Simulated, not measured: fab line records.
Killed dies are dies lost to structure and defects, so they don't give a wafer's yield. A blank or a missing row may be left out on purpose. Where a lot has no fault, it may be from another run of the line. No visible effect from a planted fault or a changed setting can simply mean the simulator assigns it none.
fab line records -- flow nand_harc -- part 2 of 2: steps 5 to 6 of 6
record lots=21, wafers=63, last_day=33
route steps=1302 shown A_CHANNEL_HOLE_D2@594 A_CHANNEL_FILL_D2@619
lots that met no fault: from a run of the same line without faults
start_h: hours from the record's opening day to when the first of the lot's shown wafers began -- wait_h: hours since the lot's step before -- " the same as in the row above -- L1.1+2: several wafers, shown together as one row -- - no value, or no start was given -- * or withheld: withheld -- < > ~ a bound
route shown NAME@n: NAME is a module with steps in the file, n the number in the route of the first one -- usual: mean and standard deviation over wafers with no fault -- same: alike in all rows -- chamber/n: place in a boat -- sites: the reading at each site -- _std_site: their standard deviation -- _edge_site: mean of outer sites minus mean of inner sites -- radius_mm: how far each site lies from the wafer's centre -- mask NAME#n: copy n -- behind: the tool/chamber that last shaped the wafer -- hold: what put the lot on hold/how long, in hours/how the hold closed -- device: whichever transistor did not switch (one of n, p or np) -- end of line: the tests these same wafers got at the end of their route -- where a step has no rows: the recipe by itself -- killed: at the first sort, the dies lost to defects and structure; wafer yield is something else -- map: shows each die of a wafer: x if killed, . if not, _ if none is there
set.NAME: the setting that was run; set.NAME@STEP: the one run at that earlier step -- model.NAME: the simulator's own value behind a step, which no gauge read
a sample of lots followed through the steps of the route, with each step as a table and each wafer as a row
services: when a tool's chamber went out of use (start_h, in hours from the record's first day, below 0 if earlier), for how many hours, and the reason
## steps
# step NHARC_A_CHANNEL_FILL_D2_ETCHBACK_19
# recipe target_depth_a=50, time_s=1.7, hbr_flow_sccm=150, cl2_flow_sccm=50, rf_w=400, icp_w=400, bias_w=100, chemistry=HBr/Cl2
# usual drypump_motor_current_A=5.8/0.45, oes_product_au=0.997/0.01, throttle_valve_pct=26.405/0.0098
lot.wafer,tool,chamber,start_h,wait_h,drypump_motor_current_A,oes_product_au,rf_hours_counter_h,throttle_valve_pct
L074.4,rie_si-02,2,317.76,0.4,5.3,1.006,0.2,26.418
L074.5,rie_si-02,2,317.76,0.4,5.4,1.009,-,26.390
L074.6,rie_si-02,3,317.76,0.4,5.5,0.991,-,26.419
L076.2,rie_si-06,0,345.20,0.4,6.3,0.994,0.5,26.405
L076.4,rie_si-06,3,345.20,0.4,6.4,1.010,0.5,26.409
L076.6,rie_si-06,0,345.20,0.4,6.3,0.998,-,26.413
L075.2,rie_si-02,2,345.20,0.4,5.4,1.000,0.5,26.401
L075.1,rie_si-02,1,345.20,0.4,5.8,0.982,0.5,26.408
L075.6,rie_si-02,2,345.20,0.4,5.4,0.988,-,26.387
L078.4,rie_si-04,3,361.64,0.4,5.3,0.991,0.1,26.397
L078.2,rie_si-04,0,361.64,0.4,6.4,0.999,0.0,26.399
L078.3,rie_si-04,1,361.64,0.4,5.7,0.986,0.0,26.382
L079.4,rie_si-02,3,373.04,0.4,5.6,0.993,0.5,26.391
L079.2,rie_si-02,1,373.04,0.4,5.8,0.987,0.6,26.425
L079.6,rie_si-02,0,373.04,0.4,5.4,0.993,-,26.407
L081.1,rie_si-06,1,401.33,0.4,5.5,1.008,0.9,26.383
L081.6,rie_si-06,0,401.33,0.4,6.3,1.002,-,26.407
L081.5,rie_si-06,1,401.33,0.4,5.5,1.004,-,26.413
L082.4,rie_si-06,3,408.80,0.4,6.5,0.992,0.8,26.407
L082.1,rie_si-06,0,408.80,0.4,6.3,0.988,0.9,26.402
L082.6,rie_si-06,3,408.80,0.4,6.5,1.002,-,26.409
L083.4,rie_si-04,1,434.79,0.4,5.7,0.991,0.5,26.422
L083.3,rie_si-04,2,434.79,0.4,6.5,1.004,0.5,26.401
L083.2,rie_si-04,3,434.79,0.4,5.3,0.997,0.6,26.406
L084.1,rie_si-02,3,438.71,0.4,5.6,0.989,1.0,26.405
L084.3,rie_si-02,0,438.71,0.4,5.4,0.993,1.0,26.416
L084.5,rie_si-02,0,438.71,0.4,5.4,0.997,-,26.402
L086.1,rie_si-04,0,438.75,0.4,6.4,1.008,0.6,26.405
L086.5,rie_si-04,1,438.75,0.4,5.7,0.988,-,26.401
L086.6,rie_si-04,2,438.75,0.4,6.6,0.985,-,26.401
L085.4,rie_si-06,3,443.05,0.4,6.4,0.991,0.1,26.409
L085.2,rie_si-06,0,443.05,0.4,6.3,1.009,0.0,26.399
L085.5,rie_si-06,0,443.05,0.4,6.3,1.010,-,26.415
L087.3,rie_si-02,3,463.54,0.4,5.6,1.004,0,26.433
L087.1,rie_si-02,2,463.54,0.4,5.3,0.997,0,26.416
L087.5,rie_si-02,0,463.54,0.4,5.4,0.988,-,26.408
L088.4,rie_si-02,2,469.72,0.4,5.4,0.996,0.0,26.407
L088.2,rie_si-02,3,469.72,0.4,5.6,1.004,0.0,26.403
L088.6,rie_si-02,3,469.72,0.4,5.5,1.010,-,26.399
L089.2,rie_si-04,2,477.16,0.4,6.5,0.993,0.8,26.418
L089.3,rie_si-04,0,477.16,0.4,6.4,0.996,0.9,26.406
L089.6,rie_si-04,3,477.16,0.4,5.3,0.991,-,26.404
L091.2,rie_si-02,2,489.38,0.4,5.4,1.010,0.1,26.392
L091.3,rie_si-02,1,489.38,0.4,5.8,1.012,0.1,26.411
L091.4,rie_si-02,1,489.38,0.4,5.8,0.998,-,26.412
L092.4,rie_si-02,0,513.91,0.4,5.4,0.975,0.1,26.400
L092.5,rie_si-02,3,513.91,0.4,5.6,1.019,-,26.401
L092.6,rie_si-02,0,513.91,0.4,5.4,0.977,-,26.411
L093.3,rie_si-02,2,521.93,0.4,5.3,0.996,0.4,26.415
L093.2,rie_si-02,3,521.93,0.4,5.6,1.018,0.4,26.418
L093.6,rie_si-02,0,521.93,0.4,5.4,0.981,-,26.395
L094.1,rie_si-04,0,531.13,0.4,6.4,1.013,0,26.394
L094.4,rie_si-04,2,531.13,0.4,6.5,1.005,0,26.414
L094.5,rie_si-04,0,531.13,0.4,6.4,1.015,-,26.409
L095.4,rie_si-06,0,538.15,0.4,6.3,1.013,0.7,26.396
L095.3,rie_si-06,1,538.15,0.4,5.6,1.011,0.4,26.411
L095.1,rie_si-06,2,538.15,0.4,6.5,1.003,0.8,26.407
L096.3,rie_si-02,0,546.09,0.4,5.4,0.985,0.4,26.405
L096.1,rie_si-02,2,546.09,0.4,5.4,1.013,0.5,26.417
L096.6,rie_si-02,1,546.09,0.4,5.8,0.997,-,26.412
L097.2,rie_si-04,1,558.69,0.4,5.7,0.986,0.1,26.426
L097.4,rie_si-04,2,558.69,0.4,6.5,1.014,0.1,26.406
L097.5,rie_si-04,0,558.69,0.4,6.4,0.991,-,26.410
# step NHARC_A_CHANNEL_FILL_D2_STRIP_28
# recipe time_s=20, o2_flow_sccm=500, ar_flow_sccm=0, bias_w=0, chemistry=O2
# usual drypump_motor_current_A=5.7/0.44, oes_product_au=1.000/0.011, rf_vpp_V=58.0/0.87, showerhead_plenum_p_Torr=3.62/0.16, throttle_valve_pct=17.036/0.0098
lot.wafer,tool,chamber,start_h,wait_h,drypump_motor_current_A,oes_product_au,rf_hours_counter_h,rf_vpp_V,showerhead_plenum_p_Torr,throttle_valve_pct
L074.6,rie_diel-12,2,318.03,0.0,6.7,1.024,-,58.7,3.75,17.043
L074.4,rie_diel-12,0,318.03,0.0,5.6,1.004,-,58.0,3.79,17.027
L074.5,rie_diel-12,1,318.03,0.0,5.6,1.007,-,57.1,3.59,17.047
L075.2,rie_diel-03,3,345.42,0.1,5.6,1.015,1,56.5,3.36,17.037
L075.1,rie_diel-03,1,345.42,0.1,6.1,0.998,1,57.5,3.34,17.047
L075.6,rie_diel-03,0,345.42,0.1,5.2,0.986,-,58.2,3.71,17.035
L076.2,rie_diel-12,2,345.42,0.1,6.7,1.014,2,58.8,3.75,17.039
L076.4,rie_diel-12,0,345.42,0.1,5.7,1.005,2,59.0,3.79,17.028
L076.6,rie_diel-12,1,345.42,0.1,5.6,1.001,-,57.3,3.59,17.053
L078.2,rie_diel-03,0,361.85,0.1,5.2,0.999,1,58.7,3.71,17.039
L078.4,rie_diel-03,1,361.85,0.1,6.1,1.000,2,57.5,3.33,17.047
L078.3,rie_diel-03,2,361.85,0.1,5.2,0.993,1,58.5,3.77,17.037
L079.4,rie_diel-12,3,373.27,0.1,5.8,0.993,2,59.1,3.58,17.013
L079.2,rie_diel-12,1,373.27,0.1,5.6,0.999,3,58.8,3.59,17.037
L079.6,rie_diel-12,2,373.27,0.1,6.7,1.013,-,58.1,3.75,17.060
L081.1,rie_diel-03,2,401.54,0.1,5.2,0.978,2,58.6,3.77,17.029
L081.5,rie_diel-03,3,401.54,0.1,5.6,1.004,-,57.1,3.36,17.036
L081.6,rie_diel-03,0,401.54,0.1,5.2,0.997,-,57.6,3.71,17.032
L082.1,rie_diel-12,1,409.00,0.1,5.6,0.995,3,58.5,3.59,17.030
L082.4,rie_diel-12,2,409.00,0.1,6.7,1.013,4,59.0,3.75,17.017
L082.6,rie_diel-12,1,409.00,0.1,5.6,1.007,-,57.6,3.59,17.030
L083.4,rie_diel-12,0,435.00,0.1,5.6,1.010,4,59.4,3.78,17.033
L083.2,rie_diel-12,1,435.00,0.1,5.6,1.006,4,58.9,3.59,17.039
L083.3,rie_diel-12,2,435.00,0.1,6.7,1.020,4,58.9,3.75,17.035
L086.1,rie_diel-03,1,438.93,0.1,6.0,0.997,4,58.9,3.33,17.033
L086.5,rie_diel-03,1,438.93,0.1,6.0,0.988,-,57.8,3.33,17.020
L086.6,rie_diel-03,2,438.93,0.1,5.2,0.994,-,57.7,3.77,17.049
L084.1,rie_diel-12,2,438.93,0.1,6.7,1.014,4,59.7,3.75,17.047
L084.3,rie_diel-12,0,438.93,0.1,5.6,1.009,4,57.6,3.79,17.052
L084.5,rie_diel-12,2,438.93,0.1,6.7,1.011,-,56.9,3.75,17.029
L085.4,rie_diel-11,0,443.27,0.1,6.0,1.015,0,56.8,3.74,17.047
L085.2,rie_diel-11,1,443.27,0.1,5.8,1.001,0,56.5,3.41,17.053
L085.5,rie_diel-11,2,443.27,0.1,5.2,1.015,-,58.9,3.64,17.041
L087.1,rie_diel-12,1,463.76,0.1,5.6,0.999,0,58.3,3.59,17.043
L087.3,rie_diel-12,2,463.76,0.1,6.7,0.997,0,57.2,3.75,17.042
L087.5,rie_diel-12,2,463.76,0.1,6.7,1.008,-,59.7,3.75,17.054
L088.2,rie_diel-03,2,469.94,0.1,5.2,0.968,0,59.3,3.77,17.017
L088.4,rie_diel-03,1,469.94,0.1,6.1,0.979,0,58.1,3.33,17.028
L088.6,rie_diel-03,3,469.94,0.1,5.6,0.996,-,57.9,3.36,17.050
L089.3,rie_diel-03,0,477.39,0.1,5.2,0.991,0,57.9,3.71,17.044
L089.2,rie_diel-03,1,477.39,0.1,6.1,0.994,0,57.4,3.33,17.022
L089.6,rie_diel-03,3,477.39,0.1,5.6,0.996,-,57.3,3.36,17.043
L091.4,rie_diel-03,3,489.62,0.1,5.6,1.003,1,57.4,3.36,17.036
L091.2,rie_diel-03,0,489.62,0.1,5.2,0.992,1,57.8,3.71,17.052
L091.3,rie_diel-03,1,489.62,0.1,6.0,0.989,1,56.0,3.33,17.045
L092.4,rie_diel-12,2,514.13,0.1,6.7,1.004,2,57.7,3.75,17.041
L092.6,rie_diel-12,0,514.13,0.1,5.6,1.003,-,58.1,3.78,17.043
L092.5,rie_diel-12,1,514.13,0.1,5.6,1.007,-,57.2,3.59,17.033
L093.2,rie_diel-03,0,522.13,0.1,5.2,0.999,1,57.3,3.71,17.039
L093.3,rie_diel-03,1,522.13,0.1,6.1,0.991,1,59.0,3.33,17.043
L093.6,rie_diel-03,1,522.13,0.1,6.1,0.998,-,59.1,3.33,17.027
L094.1,rie_diel-03,0,531.34,0.1,5.2,0.988,2,58.0,3.71,17.032
L094.4,rie_diel-03,1,531.34,0.1,6.1,0.980,2,56.9,3.33,17.041
L094.5,rie_diel-03,3,531.34,0.1,5.6,0.999,-,57.9,3.36,17.029
L095.4,rie_diel-12,0,538.35,0.1,5.6,0.996,2,58.5,3.78,17.048
L095.3,rie_diel-12,1,538.35,0.1,5.6,1.008,2,57.6,3.59,17.033
L095.1,rie_diel-12,2,538.35,0.1,6.7,1.002,2,57.5,3.75,17.042
L096.3,rie_diel-11,0,546.31,0.1,6.0,1.000,18,57.1,3.73,17.042
L096.1,rie_diel-11,3,546.31,0.1,5.4,1.019,17,58.7,3.65,17.034
L096.6,rie_diel-11,1,546.31,0.1,5.8,0.991,-,56.7,3.40,17.025
L097.2,rie_diel-12,0,558.91,0.1,5.6,1.008,3,57.7,3.78,17.042
L097.4,rie_diel-12,2,558.91,0.1,6.7,1.010,-,58.3,3.75,17.032
L097.5,rie_diel-12,3,558.91,0.1,5.8,0.996,-,57.3,3.58,17.046
## services
tool,chamber,start_h,hours,kind
rie_diel-12,-,268.40,9.0,pm
rie_si-02,-,277.00,9.0,pm
rie_diel-12,3,309.12,18.7,repair
har_etch-01,-,362.35,4.3,repair
rie_diel-12,0,365.39,4.5,repair
rie_diel-01,0,367.01,23.5,repair
har_etch-02,-,377.00,17.0,pm
rie_diel-01,-,380.82,9.0,pm
rie_diel-12,3,391.62,5.9,repair
rie_diel-10,-,419.50,9.0,pm
rie_si-02,2,423.38,7.5,repair
rie_si-02,2,435.48,2.0,repair
rie_diel-12,-,445.40,9.0,pm
rie_si-02,-,454.00,9.0,pm
rie_diel-01,0,471.23,34.1,repair
rie_si-02,0,488.88,5.7,repair
rie_diel-12,-,488.89,0.6,repair
rie_diel-01,3,496.43,14.7,repair
rie_diel-10,0,502.17,7.8,repair
rie_diel-10,-,528.91,1.1,repair
rie_diel-10,0,537.64,14.2,repair
rie_diel-12,-,550.33,1.0,repair
rie_si-02,1,553.73,4.7,repair
rie_diel-01,-,557.82,9.0,pm
